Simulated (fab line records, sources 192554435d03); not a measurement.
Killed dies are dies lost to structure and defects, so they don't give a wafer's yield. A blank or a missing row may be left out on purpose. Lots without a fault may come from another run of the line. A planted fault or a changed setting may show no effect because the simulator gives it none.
Tool commonality check | flow n5_finfet | 8 lots, 24 wafers sampled

WHY IT WAS OPENED
At N5_BEOL_M6_CD_MEAS_28 the reading cd_nm is flagged on 2 of 8 lots. Wafers without a fault read 39.96 nm, standard deviation 0.24.
Rule: a lot is flagged when every wafer of it that has a number lies more than 4 standard deviations from that mean, or none has a number. The other lots count as sound.

lot  | measured     | on        | cd_nm (nm), wafer by wafer | flag
L989 | day 8 09:00  | cd_sem-02 | 40.13 39.86 40.14          |
L990 | day 8 15:45  | cd_sem-02 | 39.83 40.15 40.01          |
L992 | day 9 05:30  | cd_sem-01 | 39.92 39.90 39.75          |
L996 | day 10 11:29 | cd_sem-01 | 40.44 40.15 40.07          |
L100 | day 11 20:52 | cd_sem-03 | 39.64 39.88 39.77          |
L108 | day 13 14:30 | cd_sem-03 | 36.00 36.18 36.23          | FLAGGED
L111 | day 14 10:42 | cd_sem-03 | 39.86 39.54 40.20          |
L110 | day 14 10:52 | cd_sem-01 | 37.39 36.96 36.93          | FLAGGED
The numbers of the flagged lots are 36.62 nm on average: -3.34 nm against the usual, or -14 standard deviations.

WHICH TOOL RAN EACH LOT
The record holds 2 process steps before the reading, out of a route of 1938 steps. In each cell: the tool, then ch and the chambers that the sampled wafers went through, then the start.
lot  | flag    | N5_BEOL_M5_PRE_CLEAN_77          | N5_BEOL_M6_EXPOSE_25
L989 |         | cvd_co-02 ch 0,1, day 8 03:46    | euv_scanner-01 ch 0, day 8 08:52
L990 |         | cvd_co-01 ch 0,1,2, day 8 10:39  | euv_scanner-02 ch 0, day 8 15:38
L992 |         | cvd_co-01 ch 0,1,2, day 9 00:48  | euv_scanner-02 ch 0, day 9 05:22
L996 |         | cvd_co-02 ch 0,1,2, day 10 06:52 | euv_scanner-01 ch 0, day 10 11:21
L100 |         | cvd_co-02 ch 0,2, day 11 17:38   | euv_scanner-01 ch 0, day 11 20:44
L108 | FLAGGED | cvd_co-02 ch 0,2, day 13 11:10   | euv_scanner-01 ch 0, day 13 14:22
L111 |         | cvd_co-01 ch 0,1,2, day 14 02:53 | euv_scanner-02 ch 0, day 14 10:34
L110 | FLAGGED | cvd_co-02 ch 0,2, day 14 02:35   | euv_scanner-01 ch 0, day 14 10:44
What these steps do:
- N5_BEOL_M5_PRE_CLEAN_77: time 15 s.
- N5_BEOL_M6_EXPOSE_25: exposes mask V5, target cd 40 nm.
- N5_BEOL_M6_CD_MEAS_28: target cd 40 nm.

FLAGGED OVER TOTAL, TOOL BY TOOL (the gauges that took the reading come last)
step                    | tool           | lots run | flagged | share of the flagged lots | sound lots run after its first flagged lot
N5_BEOL_M5_PRE_CLEAN_77 | cvd_co-01      | 3        | 0       | none                      | -
N5_BEOL_M5_PRE_CLEAN_77 | cvd_co-02      | 5        | 2       | all                       | 0
N5_BEOL_M6_EXPOSE_25    | euv_scanner-01 | 5        | 2       | all                       | 0
N5_BEOL_M6_EXPOSE_25    | euv_scanner-02 | 3        | 0       | none                      | -
N5_BEOL_M6_CD_MEAS_28   | cd_sem-01      | 3        | 1       | some                      | 0
N5_BEOL_M6_CD_MEAS_28   | cd_sem-02      | 2        | 0       | none                      | -
N5_BEOL_M6_CD_MEAS_28   | cd_sem-03      | 3        | 1       | some                      | 1 (L111)

WHAT THE TABLE ALLOWS
2 rows of the table ran every flagged lot: cvd_co-02 at N5_BEOL_M5_PRE_CLEAN_77, euv_scanner-01 at N5_BEOL_M6_EXPOSE_25.
- cvd_co-02 at N5_BEOL_M5_PRE_CLEAN_77: 2 of its 5 lots flagged. Its last sound lot is L100 (day 11 17:38), its first flagged lot L108 (day 13 11:10): a fault that began between those two fits.
- euv_scanner-01 at N5_BEOL_M6_EXPOSE_25: 2 of its 5 lots flagged. Its last sound lot is L100 (day 11 20:44), its first flagged lot L108 (day 13 14:22): a fault that began between those two fits. Its own readings lie more than 4 standard deviations out on every wafer of the flagged lots: exposure_dose_mJ_cm2.
Counting lots can't tell these 2 tools apart, because each fits a fault that began at some hour. More lots, or a look at what each step does to the wafer, might.

WHAT THE SIMULATOR HAD PUT IN
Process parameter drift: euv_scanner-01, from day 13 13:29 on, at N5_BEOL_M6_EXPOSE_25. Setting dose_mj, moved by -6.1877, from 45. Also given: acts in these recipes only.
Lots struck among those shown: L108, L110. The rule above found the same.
